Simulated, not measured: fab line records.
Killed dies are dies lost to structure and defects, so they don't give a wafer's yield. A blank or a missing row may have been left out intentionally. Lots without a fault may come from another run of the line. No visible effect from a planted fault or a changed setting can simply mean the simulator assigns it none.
Matching of chambers ; flow n5_finfet ; N5_BEOL_M5_ETCH_75 on rie_diel-03 has 4 sister chambers
The step etches underlayer in N2/H2, target depth 6.5 nm, time 5.2 s. 8 wafers are shown with their chamber, then 11 later ones without.

## WAFERS PAIRED WITH THEIR CHAMBERS
wafer;chamber;drypump_motor_current_A (A);showerhead_plenum_p_Torr (Torr)
L084.2;0;6.7;2.55
L086.1;2;4.8;2.49
L086.2;1;6.1;2.64
L086.4;3;6.0;2.63
L087.2;2;4.9;2.48
L087.4;1;6.1;2.64
L087.5;3;5.9;2.63
L090.1;0;6.7;2.55

## WAFERS MISSING THEIR CHAMBER
wafer;drypump_motor_current_A (A);showerhead_plenum_p_Torr (Torr)
L090.4;4.9;2.48
L090.5;4.9;2.48
L093.3;6.8;2.55
L093.4;4.9;2.48
L093.6;6.7;2.55
L094.1;6.1;2.63
L094.4;6.0;2.63
L094.5;4.9;2.48
L096.3;6.7;2.55
L096.5;5.9;2.62
L096.6;4.9;2.48

## WHICH CHAMBER EACH ONE RAN IN
wafer;from the rows above;in truth
L090.4;2;2
L090.5;2;2
L093.3;0;0
L093.4;2;2
L093.6;0;0
L094.1;can't be placed: 1 or 3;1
L094.4;3;3
L094.5;2;2
L096.3;0;0
L096.5;3;3
L096.6;2;2
Correctly placed: 10 of 11. Cannot be placed on the basis of these rows: 1; the candidates contain the true chamber in 1. Number placed wrongly: 0.
How it was worked out, from the rows above alone: a wafer's distance from a chamber is the root of the sum, over the readings, of the square of ((its reading less the chamber's mean) divided by the reading's scatter). The wafer belongs to the nearest chamber; if the next one is less than 2 further off, it can't be placed. For every chamber, the mean is computed from those of its wafers that are shown. The scatter is the square root of a quotient: the sum, over the shown wafers, of each reading's squared deviation from its chamber's mean, divided by wafers minus chambers.
